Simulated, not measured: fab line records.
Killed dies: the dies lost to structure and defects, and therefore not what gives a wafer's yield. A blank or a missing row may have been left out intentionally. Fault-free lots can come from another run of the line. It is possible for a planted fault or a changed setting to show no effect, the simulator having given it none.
What tool caused it? + flow n5 finfet + Sampling: 21 lots, 63 wafers, 6 of 1938 route steps

== WHAT THE GAUGES READ, wafer by wafer ==
The record lacks any reading of a measuring or inspecting step that a usual standard deviation could be used to judge.

== TOOL THAT RAN EACH LOT (tool first, then ch and the chambers of the sampled wafers, then the start) ==
| lot  | N5_MOL_CONTACT_COAG_STRIP_96       | N5_MOL_CONTACT_COAG_ETCH_67        | N5_MOL_CONTACT_COAG_STRIP_49         | N5_BEOL_M0_SAQP_HM_DEP_02    | N5_BEOL_M0_SAQP_SPACER1_ETCHBACK_99 | N5_BEOL_M0_SAQP_ETCH_106           |
|------|------------------------------------|------------------------------------|--------------------------------------|------------------------------|-------------------------------------|------------------------------------|
| L074 | rie diel-06 ch 0,3, day 5 12:39    | rie diel-06 ch 0,3, day 5 14:00    | plasma asher-02 ch 0,1, day 5 14:20  | pvd sputter-01, day 5 19:14  | rie diel-04 ch 1,3, day 5 21:30     | rie diel-01 ch 0,1,3, day 5 22:25  |
| L075 | rie diel-02 ch 0,1,3, day 5 15:05  | rie diel-05 ch 0,2,3, day 5 16:19  | plasma asher-02 ch 0,1, day 5 16:40  | pvd sputter-02, day 5 22:58  | rie diel-03 ch 1,2,3, day 6 01:29   | rie diel-04 ch 0,1,3, day 6 02:31  |
| L076 | rie diel-06 ch 0,1,3, day 5 20:15  | rie diel-05 ch 0,2,3, day 5 21:35  | plasma asher-01 ch 0,1, day 5 21:55  | pvd sputter-03, day 6 02:49  | rie diel-01 ch 1,3, day 6 05:15     | rie diel-01 ch 1,3, day 6 06:29    |
| L077 | rie diel-02 ch 1,2,3, day 5 20:49  | rie diel-05 ch 1,2,3, day 5 22:00  | plasma asher-02 ch 0,1, day 5 22:20  | pvd sputter-01, day 6 06:29  | rie diel-04 ch 0,1,2, day 6 09:04   | rie diel-04 ch 0,2,3, day 6 09:58  |
| L079 | rie diel-02 ch 1,3, day 6 10:54    | rie diel-02 ch 1,3, day 6 12:17    | plasma asher-01 ch 0, day 6 12:43    | pvd sputter-01, day 6 17:50  | rie diel-01 ch 0,1,3, day 6 20:09   | rie diel-01 ch 0,1, day 6 21:06    |
| L080 | rie diel-06 ch 1,3, day 6 15:49    | rie diel-06 ch 1,2, day 6 17:16    | plasma asher-01 ch 0,1, day 6 17:37  | pvd sputter-02, day 6 22:29  | rie diel-01 ch 0,2, day 7 00:46     | rie diel-01 ch 1,3, day 7 01:40    |
| L081 | rie diel-02 ch 1,2,3, day 6 20:45  | rie diel-06 ch 0,1,2, day 6 23:02  | plasma asher-01 ch 0,1, day 6 23:22  | pvd sputter-02, day 7 07:05  | rie diel-01 ch 0,1,3, day 7 09:31   | rie diel-04 ch 0,1,3, day 7 10:31  |
| L082 | rie diel-05 ch 1,2, day 7 01:35    | rie diel-02 ch 0,1, day 7 02:40    | plasma asher-02 ch 0,1, day 7 03:01  | pvd sputter-02, day 7 07:23  | rie diel-01 ch 1,2, day 7 09:44     | rie diel-01 ch 0,1,2, day 7 10:47  |
| L083 | rie diel-02 ch 0,3, day 7 11:19    | rie diel-05 ch 0,1, day 7 12:23    | plasma asher-02 ch 0,1, day 7 12:42  | pvd sputter-01, day 7 17:34  | rie diel-04 ch 2,3, day 7 19:52     | rie diel-04 ch 1,2, day 7 20:51    |
| L084 | rie diel-06 ch 0,3, day 7 15:57    | rie diel-02 ch 0,3, day 7 17:25    | plasma asher-02 ch 0,1, day 7 17:44  | pvd sputter-02, day 7 22:09  | rie diel-03 ch 1,2,3, day 8 00:53   | rie diel-03 ch 1,2,3, day 8 01:50  |
| L085 | rie diel-06 ch 0,2, day 7 23:49    | rie diel-02 ch 0,1,3, day 8 01:09  | plasma asher-01 ch 0,1, day 8 01:29  | pvd sputter-01, day 8 06:53  | rie diel-03 ch 0,2,3, day 8 09:18   | rie diel-04 ch 0,1, day 8 10:16    |
| L088 | rie diel-06 ch 1,2,3, day 8 16:22  | rie diel-05 ch 0,2,3, day 8 18:17  | plasma asher-02 ch 0,1, day 8 18:37  | pvd sputter-01, day 9 00:30  | rie diel-01 ch 0,2,3, day 9 02:55   | rie diel-03 ch 0,2,3, day 9 03:59  |
| L090 | rie diel-05 ch 2,3, day 9 02:43    | rie diel-02 ch 0,2,3, day 9 03:57  | plasma asher-02 ch 0,1, day 9 04:16  | pvd sputter-01, day 9 09:21  | rie diel-04 ch 1,3, day 9 11:49     | rie diel-01 ch 0,2,3, day 9 12:52  |
| L089 | rie diel-02 ch 0,3, day 9 02:50    | rie diel-06 ch 1,2, day 9 04:10    | plasma asher-02 ch 0,1, day 9 04:29  | pvd sputter-03, day 9 12:11  | rie diel-01 ch 0,1,2, day 9 14:44   | rie diel-01 ch 1,3, day 9 15:39    |
| L091 | rie diel-06 ch 0,1, day 9 09:25    | rie diel-06 ch 2,3, day 9 10:28    | plasma asher-02 ch 0,1, day 9 10:47  | pvd sputter-03, day 9 15:49  | rie diel-03 ch 0,2, day 9 17:58     | rie diel-01 ch 1,2,3, day 9 18:52  |
| L092 | rie diel-05 ch 0,2,3, day 9 16:28  | rie diel-06 ch 0,1,3, day 9 17:52  | plasma asher-01 ch 0,1, day 9 18:12  | pvd sputter-02, day 9 23:08  | rie diel-01 ch 0,2,3, day 10 01:16  | rie diel-03 ch 0,2,3, day 10 02:15 |
| L093 | rie diel-02 ch 0,1,3, day 9 20:35  | rie diel-02 ch 0,1,3, day 9 21:47  | plasma asher-01 ch 0,1, day 9 22:08  | pvd sputter-01, day 10 03:01 | rie diel-03 ch 0,1,2, day 10 05:53  | rie diel-01 ch 0,1,2, day 10 06:49 |
| L094 | rie diel-05 ch 0,2,3, day 10 03:40 | rie diel-06 ch 1,2,3, day 10 05:10 | plasma asher-01 ch 0,1, day 10 05:30 | pvd sputter-03, day 10 11:37 | rie diel-03 ch 1,2, day 10 14:19    | rie diel-01 ch 1,2, day 10 15:32   |
| L095 | rie diel-05 ch 0,1,3, day 10 07:42 | rie diel-06 ch 1,3, day 10 08:56   | plasma asher-02 ch 0,1, day 10 09:16 | pvd sputter-01, day 10 15:26 | rie diel-01 ch 1,2,3, day 10 17:36  | rie diel-03 ch 0,1,3, day 10 18:39 |
| L096 | rie diel-06 ch 2,3, day 10 13:53   | rie diel-02 ch 1,2, day 10 15:17   | plasma asher-01 ch 0,1, day 10 15:36 | pvd sputter-02, day 10 21:55 | rie diel-01 ch 0,2,3, day 11 00:23  | rie diel-03 ch 0,3, day 11 01:31   |
| L097 | rie diel-02 ch 2,3, day 10 20:10   | rie diel-05 ch 0,3, day 10 21:14   | plasma asher-01 ch 0,1, day 10 21:35 | pvd sputter-01, day 11 02:11 | rie diel-04 ch 0,1,3, day 11 04:19  | rie diel-01 ch 2,3, day 11 05:19   |
- N5_MOL_CONTACT_COAG_STRIP_96: strips in N2/H2.
- N5_MOL_CONTACT_COAG_ETCH_67: etches SOC in N2/H2, target depth 60 nm, overetch 21 nm, time 101.2 s.
- N5_MOL_CONTACT_COAG_STRIP_49: strips in N2/H2, time 30 s.
- N5_BEOL_M0_SAQP_HM_DEP_02: deposits TiN, target thk 12 nm.
- N5_BEOL_M0_SAQP_SPACER1_ETCHBACK_99: etches SiO2 in CHF3/O2, target depth 15.4 nm, time 7.7 s.
- N5_BEOL_M0_SAQP_ETCH_106: etches SOC in N2/H2, stops on SiNx, target depth 150 nm.

== AS READ BY THE TOOLS THEMSELVES (means over the sampled wafers that have a number; for cases with no such wafer, the mark the record gives instead) ==
N5_MOL_CONTACT_COAG_STRIP_96.
| lot  | tool        | drypump motor current A (A) | oes product au (a.u.) | rf vpp V (V) | showerhead plenum p Torr (Torr) | throttle valve pct (%) |
|------|-------------|-----------------------------|-----------------------|--------------|---------------------------------|------------------------|
| L074 | rie diel-06 | 5.9                         | 0.74                  | 122.2        | 3.42                            | 19.3                   |
| L075 | rie diel-02 | 5.5                         | 0.85                  | 121.7        | 3.31                            | 18.9                   |
| L076 | rie diel-06 | 5.8                         | 0.72                  | 120.2        | 3.30                            | 19.0                   |
| L077 | rie diel-02 | 5.9                         | 0.81                  | 121.2        | 3.30                            | 18.8                   |
| L079 | rie diel-02 | 5.8                         | 0.77                  | 121.6        | 3.32                            | 19.0                   |
| L080 | rie diel-06 | 6.1                         | 0.71                  | 121.3        | 3.27                            | 18.7                   |
| L081 | rie diel-02 | 5.9                         | 0.80                  | 122.0        | 3.30                            | 18.8                   |
| L082 | rie diel-05 | 6.5                         | 0.78                  | 121.5        | 3.32                            | 19.0                   |
| L083 | rie diel-02 | 5.7                         | 0.77                  | 121.7        | 3.33                            | 19.3                   |
| L084 | rie diel-06 | 5.4                         | 0.72                  | 121.0        | 3.31                            | 19.3                   |
| L085 | rie diel-06 | 5.4                         | 0.77                  | 122.4        | 3.23                            | 19.1                   |
| L088 | rie diel-06 | 6.2                         | 0.88                  | 121.8        | 3.45                            | 18.7                   |
| L090 | rie diel-05 | 5.5                         | 0.79                  | 121.9        | 3.28                            | 18.7                   |
| L089 | rie diel-02 | 5.3                         | 0.82                  | 121.3        | 3.31                            | 19.3                   |
| L091 | rie diel-06 | 5.2                         | 0.79                  | 121.1        | 3.32                            | 18.9                   |
| L092 | rie diel-05 | 5.8                         | 0.76                  | 120.9        | 3.28                            | 18.8                   |
| L093 | rie diel-02 | 5.5                         | 0.80                  | 122.9        | 3.30                            | 18.9                   |
| L094 | rie diel-05 | 5.8                         | 0.75                  | 122.5        | 3.28                            | 18.8                   |
| L095 | rie diel-05 | 5.8                         | 0.83                  | 121.4        | 3.26                            | 18.5                   |
| L096 | rie diel-06 | 6.3                         | 0.83                  | 121.0        | 3.35                            | 18.9                   |
| L097 | rie diel-02 | 6.0                         | 0.71                  | 120.5        | 3.30                            | 19.4                   |

N5_MOL_CONTACT_COAG_ETCH_67.
| lot  | tool        | bias w (W) | drypump motor current A (A) | oes product au (a.u.) | rf vpp V (V) | showerhead plenum p Torr (Torr) | throttle valve pct (%) |
|------|-------------|------------|-----------------------------|-----------------------|--------------|---------------------------------|------------------------|
| L074 | rie diel-06 | 150.3      | 5.9                         | 0.63                  | 525.2        | 2.59                            | 18.2                   |
| L075 | rie diel-05 | 150.4      | 5.8                         | 0.68                  | 522.0        | 2.50                            | 17.6                   |
| L076 | rie diel-05 | 149.7      | 5.8                         | 0.67                  | 522.2        | 2.50                            | 17.6                   |
| L077 | rie diel-05 | 150.0      | 5.9                         | 0.71                  | 522.5        | 2.50                            | 17.6                   |
| L079 | rie diel-02 | 150.6      | 5.8                         | 0.65                  | 523.3        | 2.51                            | 17.8                   |
| L080 | rie diel-06 | 149.6      | 6.1                         | 0.72                  | 521.5        | 2.46                            | 17.7                   |
| L081 | rie diel-06 | 150.0      | 5.7                         | 0.66                  | 521.4        | 2.43                            | 17.9                   |
| L082 | rie diel-02 | 150.1      | 5.2                         | 0.74                  | 522.6        | 2.49                            | 17.6                   |
| L083 | rie diel-05 | 150.2      | 6.1                         | 0.69                  | 521.5        | 2.47                            | 17.6                   |
| L084 | rie diel-02 | 150.1      | 5.4                         | 0.69                  | 523.1        | 2.51                            | 17.9                   |
| L085 | rie diel-02 | 150.0      | 5.5                         | 0.68                  | 522.6        | 2.50                            | 17.7                   |
| L088 | rie diel-05 | 150.0      | 5.8                         | 0.65                  | 522.1        | 2.49                            | 17.6                   |
| L090 | rie diel-02 | 150.1      | 5.7                         | 0.66                  | 522.6        | 2.50                            | 17.9                   |
| L089 | rie diel-06 | 150.3      | 6.1                         | 0.76                  | 524.3        | 2.56                            | 17.5                   |
| L091 | rie diel-06 | 149.9      | 6.3                         | 0.70                  | 524.2        | 2.54                            | 17.9                   |
| L092 | rie diel-06 | 149.9      | 5.8                         | 0.66                  | 525.2        | 2.58                            | 17.9                   |
| L093 | rie diel-02 | 149.8      | 5.5                         | 0.67                  | 523.1        | 2.49                            | 17.7                   |
| L094 | rie diel-06 | 150.0      | 6.2                         | 0.71                  | 525.8        | 2.61                            | 17.7                   |
| L095 | rie diel-06 | 150.3      | 6.1                         | 0.72                  | 527.0        | 2.68                            | 17.5                   |
| L096 | rie diel-02 | 149.7      | 6.0                         | 0.66                  | 521.3        | 2.46                            | 17.7                   |
| L097 | rie diel-05 | 150.2      | 5.3                         | 0.67                  | 520.7        | 2.46                            | 17.5                   |

N5_MOL_CONTACT_COAG_STRIP_49.
| lot  | tool            | drypump motor current A (A) | heater power w (W) |
|------|-----------------|-----------------------------|--------------------|
| L074 | plasma asher-02 | 5.5                         | 324                |
| L075 | plasma asher-02 | 5.5                         | 327                |
| L076 | plasma asher-01 | 5.7                         | 371                |
| L077 | plasma asher-02 | 5.5                         | 323                |
| L079 | plasma asher-01 | 6.0                         | 377                |
| L080 | plasma asher-01 | 5.8                         | 365                |
| L081 | plasma asher-01 | 5.9                         | 370                |
| L082 | plasma asher-02 | 5.3                         | 314                |
| L083 | plasma asher-02 | 5.5                         | 326                |
| L084 | plasma asher-02 | 5.5                         | 328                |
| L085 | plasma asher-01 | 5.7                         | 364                |
| L088 | plasma asher-02 | 5.3                         | 318                |
| L090 | plasma asher-02 | 5.3                         | 318                |
| L089 | plasma asher-02 | 5.5                         | 327                |
| L091 | plasma asher-02 | 5.3                         | 320                |
| L092 | plasma asher-01 | 5.7                         | 368                |
| L093 | plasma asher-01 | 5.7                         | 362                |
| L094 | plasma asher-01 | 5.7                         | 365                |
| L095 | plasma asher-02 | 5.6                         | 324                |
| L096 | plasma asher-01 | 5.7                         | 364                |
| L097 | plasma asher-01 | 5.7                         | 364                |

N5_BEOL_M0_SAQP_HM_DEP_02.
| lot  | tool           | substrate temp c (C) | throttle valve pct (%) |
|------|----------------|----------------------|------------------------|
| L074 | pvd sputter-01 | 25.01                | 30.6                   |
| L075 | pvd sputter-02 | 25.01                | 30.7                   |
| L076 | pvd sputter-03 | 25.13                | 30.5                   |
| L077 | pvd sputter-01 | 25.02                | 30.8                   |
| L079 | pvd sputter-01 | 25.08                | 29.0                   |
| L080 | pvd sputter-02 | 25.08                | 29.1                   |
| L081 | pvd sputter-02 | 24.99                | 29.1                   |
| L082 | pvd sputter-02 | 24.93                | 29.4                   |
| L083 | pvd sputter-01 | 24.93                | 30.1                   |
| L084 | pvd sputter-02 | 24.85                | 30.6                   |
| L085 | pvd sputter-01 | 24.93                | 30.4                   |
| L088 | pvd sputter-01 | 24.96                | 30.7                   |
| L090 | pvd sputter-01 | 25.05                | 29.5                   |
| L089 | pvd sputter-03 | 24.95                | 30.2                   |
| L091 | pvd sputter-03 | 25.11                | 30.6                   |
| L092 | pvd sputter-02 | 24.96                | 29.5                   |
| L093 | pvd sputter-01 | 25.02                | 29.7                   |
| L094 | pvd sputter-03 | 25.03                | 30.9                   |
| L095 | pvd sputter-01 | 24.95                | 30.5                   |
| L096 | pvd sputter-02 | 25.00                | 30.7                   |
| L097 | pvd sputter-01 | 25.01                | 30.6                   |

N5_BEOL_M0_SAQP_SPACER1_ETCHBACK_99.
| lot  | tool        | bias w (W) | drypump motor current A (A) | oes product au (a.u.) | rf vpp V (V) | showerhead plenum p Torr (Torr) | throttle valve pct (%) |
|------|-------------|------------|-----------------------------|-----------------------|--------------|---------------------------------|------------------------|
| L074 | rie diel-04 | 169.2      | 6.6                         | 0.76                  | 534          | 2.35                            | 19.07                  |
| L075 | rie diel-03 | 169.7      | 5.7                         | 0.74                  | 536          | 2.41                            | 18.93                  |
| L076 | rie diel-01 | 170.6      | 5.6                         | 0.78                  | 517          | 2.37                            | 19.03                  |
| L077 | rie diel-04 | 170.0      | 6.0                         | 0.81                  | 537          | 2.47                            | 19.15                  |
| L079 | rie diel-01 | 170.2      | 5.4                         | 0.84                  | 519          | 2.40                            | 18.88                  |
| L080 | rie diel-01 | 170.0      | 5.6                         | 0.97                  | 520          | 2.38                            | 18.48                  |
| L081 | rie diel-01 | 169.7      | 5.4                         | 0.84                  | 519          | 2.40                            | 18.88                  |
| L082 | rie diel-01 | 170.1      | 5.8                         | 0.91                  | 518          | 2.36                            | 18.66                  |
| L083 | rie diel-04 | 170.0      | 6.3                         | 0.78                  | 538          | 2.36                            | 19.12                  |
| L084 | rie diel-03 | 169.9      | 5.7                         | 0.73                  | 535          | 2.41                            | 18.97                  |
| L085 | rie diel-03 | 169.9      | 5.6                         | 0.75                  | 534          | 2.41                            | 18.83                  |
| L088 | rie diel-01 | 169.9      | 5.7                         | 0.90                  | 522          | 2.39                            | 18.65                  |
| L090 | rie diel-04 | 170.2      | 6.5                         | 0.76                  | 535          | 2.39                            | 19.04                  |
| L089 | rie diel-01 | 170.0      | 5.4                         | 0.84                  | 516          | 2.38                            | 18.77                  |
| L091 | rie diel-03 | 169.7      | 5.4                         | 0.74                  | 533          | 2.34                            | 18.91                  |
| L092 | rie diel-01 | 169.7      | 5.8                         | 0.89                  | 522          | 2.38                            | 18.66                  |
| L093 | rie diel-03 | 170.1      | 5.3                         | 0.76                  | 532          | 2.38                            | 18.81                  |
| L094 | rie diel-03 | 169.2      | 5.4                         | 0.70                  | 535          | 2.33                            | 19.05                  |
| L095 | rie diel-01 | 170.2      | 5.9                         | 0.83                  | 521          | 2.35                            | 18.83                  |
| L096 | rie diel-01 | 169.8      | 5.7                         | 0.87                  | 521          | 2.38                            | 18.68                  |
| L097 | rie diel-04 | 170.1      | 6.3                         | 0.81                  | 531          | 2.39                            | 19.10                  |

N5_BEOL_M0_SAQP_ETCH_106.
| lot  | tool        | bias w (W) | drypump motor current A (A) | oes product au (a.u.) | rf vpp V (V) | showerhead plenum p Torr (Torr) | throttle valve pct (%) |
|------|-------------|------------|-----------------------------|-----------------------|--------------|---------------------------------|------------------------|
| L074 | rie diel-01 | 61.12      | 5.5                         | 0.84                  | 239.5        | 2.53                            | 17.73                  |
| L075 | rie diel-04 | 60.86      | 6.3                         | 0.73                  | 240.2        | 2.54                            | 18.09                  |
| L076 | rie diel-01 | 61.00      | 5.9                         | 0.83                  | 239.8        | 2.50                            | 17.78                  |
| L077 | rie diel-04 | 61.00      | 6.0                         | 0.77                  | 240.2        | 2.56                            | 18.18                  |
| L079 | rie diel-01 | 60.62      | 4.9                         | 0.83                  | 241.5        | 2.56                            | 17.72                  |
| L080 | rie diel-01 | 61.03      | 6.0                         | 0.82                  | 240.3        | 2.50                            | 17.80                  |
| L081 | rie diel-04 | 60.98      | 6.3                         | 0.72                  | 241.4        | 2.53                            | 18.11                  |
| L082 | rie diel-01 | 61.01      | 5.3                         | 0.85                  | 240.5        | 2.54                            | 17.70                  |
| L083 | rie diel-04 | 61.14      | 6.0                         | 0.85                  | 241.7        | 2.60                            | 17.94                  |
| L084 | rie diel-03 | 61.15      | 5.7                         | 0.72                  | 240.3        | 2.52                            | 17.78                  |
| L085 | rie diel-04 | 60.77      | 6.3                         | 0.74                  | 240.9        | 2.57                            | 18.00                  |
| L088 | rie diel-03 | 61.31      | 5.6                         | 0.74                  | 240.0        | 2.53                            | 17.69                  |
| L090 | rie diel-01 | 60.98      | 5.8                         | 0.88                  | 239.9        | 2.52                            | 17.56                  |
| L089 | rie diel-01 | 61.03      | 5.6                         | 0.75                  | 240.7        | 2.50                            | 18.00                  |
| L091 | rie diel-01 | 60.78      | 5.9                         | 0.82                  | 240.1        | 2.50                            | 17.77                  |
| L092 | rie diel-03 | 61.09      | 5.6                         | 0.74                  | 241.0        | 2.53                            | 17.68                  |
| L093 | rie diel-01 | 61.09      | 5.4                         | 0.82                  | 240.6        | 2.53                            | 17.75                  |
| L094 | rie diel-01 | 60.96      | 5.5                         | 0.76                  | 240.2        | 2.51                            | 17.95                  |
| L095 | rie diel-03 | 61.00      | 5.5                         | 0.75                  | 241.3        | 2.57                            | 17.61                  |
| L096 | rie diel-03 | 60.93      | 5.8                         | 0.74                  | 241.7        | 2.60                            | 17.60                  |
| L097 | rie diel-01 | 61.07      | 6.3                         | 0.86                  | 239.5        | 2.48                            | 17.62                  |

== THE ANSWER, worked out from the rows above alone ==
Rule: what is usual is taken from the lots themselves. The widest of any qualifying gaps counts: lots, ordered by their means at a reading, are off when they make up no more than a third of the lots, leave a main group of 4 or more, and stand apart from it by 3 or more times the standard deviation of that group's means. Not used: any main group whose means are identical at the precision the tables above print for the reading. A lot without any number at a reading at which 4 lots or more have one is off too. All remaining lots with rows at the step are treated as sound. First the gauges in route order, then the tools' own readings, where a lot's mean is used as printed above. At the first step where some lot is off, the reading lying furthest off is the one used; lots without a number count as furthest.
No lot is off at any reading shown: from this, nothing can be told.

== WHAT WAS PUT IN BY THE SIMULATOR ==
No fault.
